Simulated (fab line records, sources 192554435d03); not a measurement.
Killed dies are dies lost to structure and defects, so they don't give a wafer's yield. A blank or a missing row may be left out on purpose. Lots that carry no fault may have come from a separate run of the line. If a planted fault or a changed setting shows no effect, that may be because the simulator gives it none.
What tool caused it?	flow n5-finfet	22 lots, 66 wafers sampled, at 6 steps of a route of 1938

== WHAT EACH GAUGE READ, for each wafer ==
The record lacks any reading of a measuring or inspecting step that a usual standard deviation could be used to judge.

== WHICH TOOL RAN EACH LOT (tool, then ch and the chambers of the sampled wafers, then the start) ==
lot	N5_BEOL_M3_DESCUM_16	N5_BEOL_M3_STRIP_66	N5_BEOL_M3_STRIP_36	N5_BEOL_M3_ETCH_41	N5_BEOL_M3_DEGAS_44	N5_BEOL_M3_DEP_57
L074	rie-diel-04 ch 0,1,3, day 7 02:59	rie-diel-04 ch 0,1,3, day 7 03:11	rie-diel-02 ch 2,3, day 7 05:40	rie-diel-02 ch 2,3, day 7 06:04 or earlier	pvd-sputter-03, day 7 06:04	pecvd-02 ch 0,1,2, day 7 09:34
L075	rie-diel-02 ch 1,2,3, day 7 03:10	rie-diel-02 ch 1,2,3, day 7 03:22	rie-diel-06 ch 0,1,2, day 7 05:46	rie-diel-06 ch 0,1,2, day 7 06:10 or earlier	pvd-sputter-03, day 7 06:10	pecvd-04 ch 0,2, day 7 09:42
L076	rie-diel-06 ch 1,2,3, day 7 12:40	rie-diel-06 ch 1,2,3, day 7 12:52	rie-diel-02 ch 1,2,3, day 7 15:03	rie-diel-02 ch 1,2,3, day 7 16:01 or earlier	pvd-sputter-01, day 7 16:01	pecvd-02 ch 0,1, day 7 19:49
L077	rie-diel-06 ch 0,3, day 7 22:47	rie-diel-06 ch 0,3, day 7 22:59	rie-diel-02 ch 1,2,3, day 8 01:43	rie-diel-02 ch 1,2,3, day 8 02:23 or earlier	pvd-sputter-01, day 8 02:23	pecvd-02 ch 0,2, day 8 07:25
L078	rie-diel-04 ch 0,1,2, day 7 23:32	rie-diel-04 ch 0,1,2, day 7 23:45	rie-diel-02 ch 1,2,3, day 8 06:46	rie-diel-02 ch 1,2,3, day 8 07:27 or earlier	pvd-sputter-02, day 8 07:27	pecvd-02 ch 0,1, day 8 14:06
L079	rie-diel-04 ch 1,2,3, day 8 06:47	rie-diel-04 ch 1,2,3, day 8 07:00	rie-diel-06 ch 1,2,3, day 8 18:32	rie-diel-06 ch 1,2,3, day 8 19:19 or earlier	pvd-sputter-01, day 8 19:19	pecvd-02 ch 0,1, day 9 00:19
L080	rie-diel-06 ch 1,2, day 8 14:22	rie-diel-06 ch 1,2, day 8 14:34	rie-diel-04 ch 0,1, day 8 18:29	rie-diel-04 ch 0,1, day 8 19:16 or earlier	pvd-sputter-03, day 8 19:16	pecvd-04 ch 0,1,2, day 8 23:14
L081	rie-diel-04 ch 0,1, day 8 19:17	rie-diel-04 ch 0,1, day 8 19:29	rie-diel-02 ch 2,3, day 8 21:37	rie-diel-02 ch 2,3, day 8 22:13 or earlier	pvd-sputter-02, day 8 22:13	pecvd-02 ch 0,1, day 9 03:36
L082	rie-diel-06 ch 0,1,2, day 9 08:50	rie-diel-06 ch 0,1,2, day 9 09:03	rie-diel-02 ch 0,3, day 9 12:56	rie-diel-02 ch 0,3, day 9 13:29 or earlier	pvd-sputter-01, day 9 13:29	pecvd-01 ch 0,1, day 9 16:51
L083	rie-diel-02 ch 1,2,3, day 9 14:00	rie-diel-02 ch 1,2,3, day 9 14:13	rie-diel-02 ch 0,1,3, day 9 16:08	rie-diel-02 ch 0,1,3, day 9 16:52 or earlier	pvd-sputter-02, day 9 16:52	pecvd-04 ch 1,2, day 9 20:29
L084	rie-diel-06 ch 1,2,3, day 9 14:02	rie-diel-06 ch 1,2,3, day 9 14:14	rie-diel-06 ch 0,3, day 9 16:11	rie-diel-06 ch 0,3, day 9 16:56 or earlier	pvd-sputter-02, day 9 16:56	pecvd-01 ch 0,1,2, day 9 22:47
L085	rie-diel-06 ch 0,1,2, day 10 02:59	rie-diel-06 ch 0,1,2, day 10 03:12	rie-diel-02 ch 0,1,3, day 10 05:29	rie-diel-02 ch 0,1,3, day 10 05:52 or earlier	pvd-sputter-02, day 10 05:52	pecvd-01 ch 1,2, day 10 09:26
L086	rie-diel-02 ch 1,2,3, day 10 05:38	rie-diel-02 ch 1,2,3, day 10 05:51	rie-diel-06 ch 0,1, day 10 08:28	rie-diel-06 ch 0,1, day 10 09:22 or earlier	pvd-sputter-03, day 10 09:22	pecvd-01 ch 0,2, day 10 12:44
L088	rie-diel-06 ch 0,1,3, day 10 15:21	rie-diel-06 ch 0,1,3, day 10 15:34	rie-diel-06 ch 0,1,3, day 10 23:59	rie-diel-06 ch 0,1,3, day 11 00:34 or earlier	pvd-sputter-02, day 11 00:34	pecvd-02 ch 0,1,2, day 11 04:23
L090	rie-diel-02 ch 1,2, day 11 00:38	rie-diel-02 ch 1,2, day 11 00:50	rie-diel-02 ch 1,3, day 11 05:50	rie-diel-02 ch 1,3, day 11 06:54 or earlier	pvd-sputter-01, day 11 06:54	pecvd-02 ch 1,2, day 12 10:56
L089	rie-diel-04 ch 0,2, day 11 07:36	rie-diel-04 ch 0,2, day 11 07:49	rie-diel-02 ch 0,1,2, day 11 19:35	rie-diel-02 ch 0,1,2, day 11 19:58 or earlier	pvd-sputter-02, day 11 19:58	pecvd-02 ch 1,2, day 11 23:19
L091	rie-diel-06 ch 0,2, day 11 10:46	rie-diel-06 ch 0,2, day 11 10:58	rie-diel-02 ch 0,2,3, day 12 04:19	rie-diel-02 ch 0,2,3, day 12 04:43 or earlier	pvd-sputter-03, day 12 04:43	pecvd-02 ch 0,1, day 12 11:55
L092	rie-diel-06 ch 1,3, day 11 14:12	rie-diel-06 ch 1,3, day 11 14:24	rie-diel-04 ch 0,1,3, day 12 04:22	rie-diel-04 ch 0,1,3, day 12 04:49 or earlier	pvd-sputter-02, day 12 04:49	pecvd-02 ch 0,2, day 12 12:11
L093	rie-diel-02 ch 1,2,3, day 11 17:25	rie-diel-02 ch 1,2,3, day 11 17:38	rie-diel-04 ch 1,2, day 12 06:05	rie-diel-04 ch 1,2, day 12 07:01 or earlier	pvd-sputter-02, day 12 07:01	pecvd-02 ch 0,1, day 12 13:22
L095	rie-diel-02 ch 0,2,3, day 12 21:19	rie-diel-02 ch 0,2,3, day 12 21:32	rie-diel-04 ch 0,3, day 13 01:41	rie-diel-04 ch 0,3, day 13 02:27 or earlier	pvd-sputter-03, day 13 02:27	pecvd-02 ch 1,2, day 13 07:35
L096	rie-diel-02 ch 0,1,2, day 13 03:07	rie-diel-02 ch 0,1,2, day 13 03:19	rie-diel-06 ch 0,1,2, day 13 09:56	rie-diel-06 ch 0,1,2, day 13 10:36 or earlier	pvd-sputter-01, day 13 10:36	pecvd-02 ch 1,2, day 13 15:35
L097	rie-diel-06 ch 0,1, day 13 03:23	rie-diel-06 ch 0,1, day 13 03:35	rie-diel-02 ch 0,2,3, day 13 04:44	rie-diel-02 ch 0,2,3, day 13 05:45 or earlier	pvd-sputter-01, day 13 05:45	pecvd-01 ch 1,2, day 13 11:19
- N5_BEOL_M3_DESCUM_16: chemistry O2, time 7 s.
- N5_BEOL_M3_STRIP_66: strips in CF4.
- N5_BEOL_M3_STRIP_36: strips in N2/H2.
- N5_BEOL_M3_ETCH_41: etches SiCN in CH3F/O2, target depth 29.9 nm, time 52.5 s.
- N5_BEOL_M3_DEGAS_44: time 60 s.
- N5_BEOL_M3_DEP_57: deposits SiCN from 3MS/NH3, target thk 8 nm, time 14 s.

== WHAT THE TOOLS THEMSELVES READ (means of the sampled wafers that have a number; where no wafer has one, the mark that the record gives instead) ==
N5_BEOL_M3_DESCUM_16. Usual: drypump-motor-current-A 5.8 A, standard deviation 0.51; oes-product-au 0.76 a.u., standard deviation 0.074; rf-vpp-V 243.2 V, standard deviation 1.3; showerhead-plenum-p-Torr 2.09 Torr, standard deviation 0.069; throttle-valve-pct 20.3 %, standard deviation 0.31.
lot	tool	drypump-motor-current-A (A)	oes-product-au (a.u.)	rf-vpp-V (V)	showerhead-plenum-p-Torr (Torr)	throttle-valve-pct (%)	flag
L074	rie-diel-04	5.8	0.73	243.2	2.10	20.2	
L075	rie-diel-02	5.9	0.72	242.6	2.07	20.3	
L076	rie-diel-06	5.6	0.83	242.3	2.05	20.2	
L077	rie-diel-06	5.7	0.73	244.1	2.13	20.7	
L078	rie-diel-04	5.5	0.73	244.4	2.16	20.2	
L079	rie-diel-04	5.6	0.71	243.1	2.10	20.3	
L080	rie-diel-06	5.7	0.85	243.6	2.07	20.0	
L081	rie-diel-04	6.0	0.73	244.2	2.15	20.1	
L082	rie-diel-06	5.8	0.81	242.8	2.10	20.3	
L083	rie-diel-02	5.9	0.71	242.9	2.07	20.4	
L084	rie-diel-06	5.6	0.81	242.1	2.04	20.2	
L085	rie-diel-06	5.8	0.81	242.8	2.10	20.3	
L086	rie-diel-02	5.9	0.71	243.2	2.07	20.4	
L088	rie-diel-06	5.5	0.75	243.6	2.10	20.4	
L090	rie-diel-02	5.9	0.71	242.3	2.06	20.5	
L089	rie-diel-04	5.2	0.72	244.4	2.15	20.4	
L091	rie-diel-06	6.1	0.81	243.5	2.07	20.5	
L092	rie-diel-06	5.3	0.78	242.5	2.07	20.1	
L093	rie-diel-02	5.9	0.70	241.8	2.06	20.4	
L095	rie-diel-02	6.4	0.77	243.0	2.07	20.3	
L096	rie-diel-02	5.9	0.86	243.1	2.10	20.2	
L097	rie-diel-06	5.7	0.74	243.8	2.15	20.5	

N5_BEOL_M3_STRIP_66. Usual: drypump-motor-current-A 5.8 A, standard deviation 0.51; oes-product-au 0.75 a.u., standard deviation 0.067; rf-vpp-V 271.1 V, standard deviation 1.5; showerhead-plenum-p-Torr 1.80 Torr, standard deviation 0.062; throttle-valve-pct 13.58 %, standard deviation 0.21.
lot	tool	drypump-motor-current-A (A)	oes-product-au (a.u.)	rf-vpp-V (V)	showerhead-plenum-p-Torr (Torr)	throttle-valve-pct (%)	flag
L074	rie-diel-04	5.8	0.73	271.2	1.82	13.63	
L075	rie-diel-02	5.9	0.72	271.6	1.79	13.59	
L076	rie-diel-06	5.6	0.81	270.2	1.76	13.41	
L077	rie-diel-06	5.7	0.72	272.0	1.81	13.73	
L078	rie-diel-04	5.5	0.73	272.6	1.87	13.61	
L079	rie-diel-04	5.7	0.71	270.6	1.83	13.72	
L080	rie-diel-06	5.7	0.83	271.0	1.79	13.30	
L081	rie-diel-04	6.0	0.73	272.3	1.87	13.54	
L082	rie-diel-06	5.8	0.80	271.2	1.80	13.53	
L083	rie-diel-02	6.0	0.70	270.0	1.78	13.64	
L084	rie-diel-06	5.6	0.80	269.8	1.75	13.42	
L085	rie-diel-06	5.9	0.79	271.4	1.80	13.54	
L086	rie-diel-02	6.0	0.70	270.4	1.78	13.64	
L088	rie-diel-06	5.5	0.74	271.0	1.79	13.56	
L090	rie-diel-02	5.9	0.70	269.9	1.76	13.62	
L089	rie-diel-04	5.2	0.73	272.0	1.85	13.69	
L091	rie-diel-06	6.1	0.80	271.8	1.78	13.67	
L092	rie-diel-06	5.3	0.76	270.5	1.77	13.34	
L093	rie-diel-02	5.9	0.69	271.3	1.78	13.67	
L095	rie-diel-02	6.4	0.76	270.7	1.77	13.57	
L096	rie-diel-02	5.9	0.84	271.3	1.81	13.36	
L097	rie-diel-06	5.7	0.72	272.0	1.83	13.68	

N5_BEOL_M3_STRIP_36. Usual: for drypump-motor-current-A, 5.9 A with a standard deviation of 0.55; for h2-flow-sccm, 200.0 sccm with a standard deviation of 0.68; for n2-flow-sccm, 200.0 sccm with a standard deviation of 0.65; for oes-product-au, 0.78 a.u. with a standard deviation of 0.099; for rf-vpp-V, 59.2 V with a standard deviation of 1.5; for showerhead-plenum-p-Torr, 2.55 Torr with a standard deviation of 0.081; for throttle-valve-pct, 23.4 % with a standard deviation of 0.44.
lot	tool	drypump-motor-current-A (A)	h2-flow-sccm (sccm)	n2-flow-sccm (sccm)	oes-product-au (a.u.)	rf-vpp-V (V)	showerhead-plenum-p-Torr (Torr)	throttle-valve-pct (%)	flag
L074	rie-diel-02	6.4	199.7	199.9	0.73	57.9	2.50	23.7	
L075	rie-diel-06	5.8	200.4	200.2	0.84	59.6	2.56	23.3	
L076	rie-diel-02	6.0	199.8	200.1	0.71	58.7	2.53	23.6	
L077	rie-diel-02	6.0	201.0	199.8	0.72	57.8	2.53	23.6	
L078	rie-diel-02	5.9	199.9	200.3	0.72	58.7	2.53	23.6	
L079	rie-diel-06	5.6	200.3	198.8	0.81	59.5	2.49	23.5	
L080	rie-diel-04	5.9	199.2	200.3	0.73	58.1	2.65	23.5	
L081	rie-diel-02	6.4	200.6	200.0	0.72	60.1	2.50	23.7	
L082	rie-diel-02	6.4	199.9	200.2	0.87	59.2	2.57	23.1	
L083	rie-diel-02	6.0	199.6	199.6	0.77	59.2	2.58	23.3	
L084	rie-diel-06	5.4	199.1	200.4	0.71	60.3	2.51	24.1	
L085	rie-diel-02	6.0	200.3	200.5	0.78	59.8	2.57	23.3	
L086	rie-diel-06	5.6	199.9	199.9	0.79	57.6	2.58	23.1	
L088	rie-diel-06	5.5	200.0	200.2	0.75	58.8	2.54	23.6	
L090	rie-diel-02	5.6	200.1	200.5	0.68	59.8	2.58	23.5	
L089	rie-diel-02	5.9	200.2	199.7	0.78	59.6	2.53	23.3	
L091	rie-diel-02	6.4	199.8	200.9	0.78	58.5	2.51	23.4	
L092	rie-diel-04	5.8	200.5	200.0	0.81	60.2	2.66	23.4	
L093	rie-diel-04	5.8	199.5	199.4	0.69	59.9	2.62	23.4	
L095	rie-diel-04	5.7	200.2	200.4	0.90	57.7	2.68	23.3	
L096	rie-diel-06	5.8	199.3	200.1	0.78	59.3	2.54	23.4	
L097	rie-diel-02	6.4	199.8	199.7	0.76	59.7	2.50	23.4	

N5_BEOL_M3_ETCH_41. Usual: drypump-motor-current-A 5.9 A, standard deviation 0.55; oes-product-au 0.77 a.u., standard deviation 0.1; rf-vpp-V 297.4 V, standard deviation 1.6; showerhead-plenum-p-Torr 2.00 Torr, standard deviation 0.06; throttle-valve-pct 16.22 %, standard deviation 0.25.
lot	tool	drypump-motor-current-A (A)	oes-product-au (a.u.)	rf-vpp-V (V)	showerhead-plenum-p-Torr (Torr)	throttle-valve-pct (%)	flag
L074	rie-diel-02	6.4	0.72	296.7	1.97	16.37	
L075	rie-diel-06	5.8	0.83	297.8	2.02	16.27	
L076	rie-diel-02	5.9	0.71	297.0	1.98	16.25	
L077	rie-diel-02	5.9	0.70	296.7	1.98	16.25	
L078	rie-diel-02	5.9	0.71	297.6	1.98	16.27	
L079	rie-diel-06	5.6	0.81	296.5	1.96	16.18	
L080	rie-diel-04	6.0	0.73	298.8	2.07	16.19	
L081	rie-diel-02	6.4	0.70	296.6	1.97	16.39	
L082	rie-diel-02	6.4	0.87	298.6	2.02	16.03	
L083	rie-diel-02	6.0	0.78	297.7	2.02	16.10	
L084	rie-diel-06	5.4	0.72	295.7	1.95	16.33	
L085	rie-diel-02	6.0	0.78	297.6	2.02	16.11	
L086	rie-diel-06	5.6	0.78	297.2	2.03	16.13	
L088	rie-diel-06	5.5	0.73	297.1	1.99	16.26	
L090	rie-diel-02	5.6	0.69	297.6	2.02	16.18	
L089	rie-diel-02	5.9	0.78	296.6	1.99	16.12	
L091	rie-diel-02	6.4	0.77	296.7	1.98	16.25	
L092	rie-diel-04	5.8	0.80	299.4	2.09	16.17	
L093	rie-diel-04	5.8	0.70	298.7	2.05	16.20	
L095	rie-diel-04	5.7	0.88	299.7	2.11	16.11	
L096	rie-diel-06	5.8	0.77	296.8	2.01	16.35	
L097	rie-diel-02	6.4	0.76	297.2	1.97	16.27	

N5_BEOL_M3_DEGAS_44. Usual: heater-power-w 368 W, standard deviation 35.
lot	tool	heater-power-w (W)	flag
L074	pvd-sputter-03	365	
L075	pvd-sputter-03	330	
L076	pvd-sputter-01	400	
L077	pvd-sputter-01	347	
L078	pvd-sputter-02	358	
L079	pvd-sputter-01	389	
L080	pvd-sputter-03	354	
L081	pvd-sputter-02	396	
L082	pvd-sputter-01	396	
L083	pvd-sputter-02	386	
L084	pvd-sputter-02	379	
L085	pvd-sputter-02	364	
L086	pvd-sputter-03	365	
L088	pvd-sputter-02	365	
L090	pvd-sputter-01	378	
L089	pvd-sputter-02	403	
L091	pvd-sputter-03	359	
L092	pvd-sputter-02	357	
L093	pvd-sputter-02	359	
L095	pvd-sputter-03	361	
L096	pvd-sputter-01	374	
L097	pvd-sputter-01	402	

N5_BEOL_M3_DEP_57. Usual: showerhead-plenum-p-Torr 3.664 Torr, standard deviation 0.014; throttle-valve-pct 9.2 %, standard deviation 0.44.
lot	tool	showerhead-plenum-p-Torr (Torr)	throttle-valve-pct (%)	flag
L074	pecvd-02	3.677	9.2	
L075	pecvd-04	3.652	8.2	
L076	pecvd-02	3.673	9.4	
L077	pecvd-02	3.680	9.3	
L078	pecvd-02	3.681	9.1	
L079	pecvd-02	3.675	9.2	
L080	pecvd-04	3.655	8.4	
L081	pecvd-02	3.665	9.3	
L082	pecvd-01	3.647	9.6	
L083	pecvd-04	3.651	8.5	
L084	pecvd-01	3.653	9.5	
L085	pecvd-01	3.659	9.7	
L086	pecvd-01	3.656	9.5	
L088	pecvd-02	3.673	9.1	
L090	pecvd-02	3.658	9.0	
L089	pecvd-02	3.661	9.1	
L091	pecvd-02	3.667	9.3	
L092	pecvd-02	3.671	9.0	
L093	pecvd-02	3.670	9.4	
L095	pecvd-02	3.652	9.0	
L096	pecvd-02	3.658	9.1	
L097	pecvd-01	3.661	9.5	

== THE ANSWER, worked out from the rows above alone ==
Rule: lot off if the mean of its wafers having a number is beyond 3 standard deviations from the usual mean. Also off: a lot with no number at a reading for which 4 or more lots have one. The other lots that the step has rows for count as sound. Order of review: gauges by route order, followed by the tools' own readings, for which a lot's mean as printed above is used. At the first step where some lot is off, the reading lying furthest off is the one used; lots without a number count as furthest.
Across all readings shown, no lot is off: no conclusion can be drawn from this.

== WHAT WAS PUT IN BY THE SIMULATOR ==
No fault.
